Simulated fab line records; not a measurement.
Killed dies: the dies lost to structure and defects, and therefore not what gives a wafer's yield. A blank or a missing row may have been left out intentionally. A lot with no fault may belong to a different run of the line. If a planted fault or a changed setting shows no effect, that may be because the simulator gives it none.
Matching of chambers | flow n5Finfet | cvdCo-02 running N5_BEOL_M3_CO_CAP_55: 3 sister chambers
The step material Co, precursor CCTBA/H2, target thk 2 nm, time 102.1 s. 3 wafers are shown with their chamber, then 12 later ones without.

WAFERS WITH THEIR CHAMBER
wafer  | chamber | heaterPowerW (W)
L092.2 | 1       | 235
L092.4 | 2       | 224
L092.5 | 0       | 248

WAFERS WITHOUT THEIR CHAMBER
wafer  | heaterPowerW (W)
L093.2 | 224
L093.3 | 232
L093.5 | 220
L095.1 | 234
L095.3 | 252
L095.6 | 231
L094.1 | 234
L094.4 | 235
L094.5 | 250
L097.1 | 223
L097.2 | 229
L097.3 | 250

THE CHAMBER EACH PASSED THROUGH
wafer  | from the rows above     | in truth
L093.2 | 2                       | 2
L093.3 | can't be placed: 1 or 2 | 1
L093.5 | 2                       | 2
L095.1 | 1                       | 1
L095.3 | 0                       | 0
L095.6 | can't be placed: 1 or 2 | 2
L094.1 | 1                       | 1
L094.4 | 1                       | 1
L094.5 | 0                       | 0
L097.1 | 2                       | 2
L097.2 | can't be placed: 2 or 1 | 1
L097.3 | 0                       | 0
Correct placement for 9 of the 12. These rows do not allow placing 3 (true chamber among the candidates in 3). Wrongly placed: 0.
How it was worked out, from the rows above alone: a wafer's distance from a chamber is the root of the sum, over the readings, of the square of ((its reading less the chamber's mean) divided by the reading's scatter). If the next closest chamber is less than 2 further off than the closest, the wafer can't be placed; otherwise it belongs to the closest. Each chamber's mean is taken over the wafers shown for it. The scatter: with one shown wafer a chamber, the root of the mean of the squares of how far each hidden wafer lies from its nearest shown one.
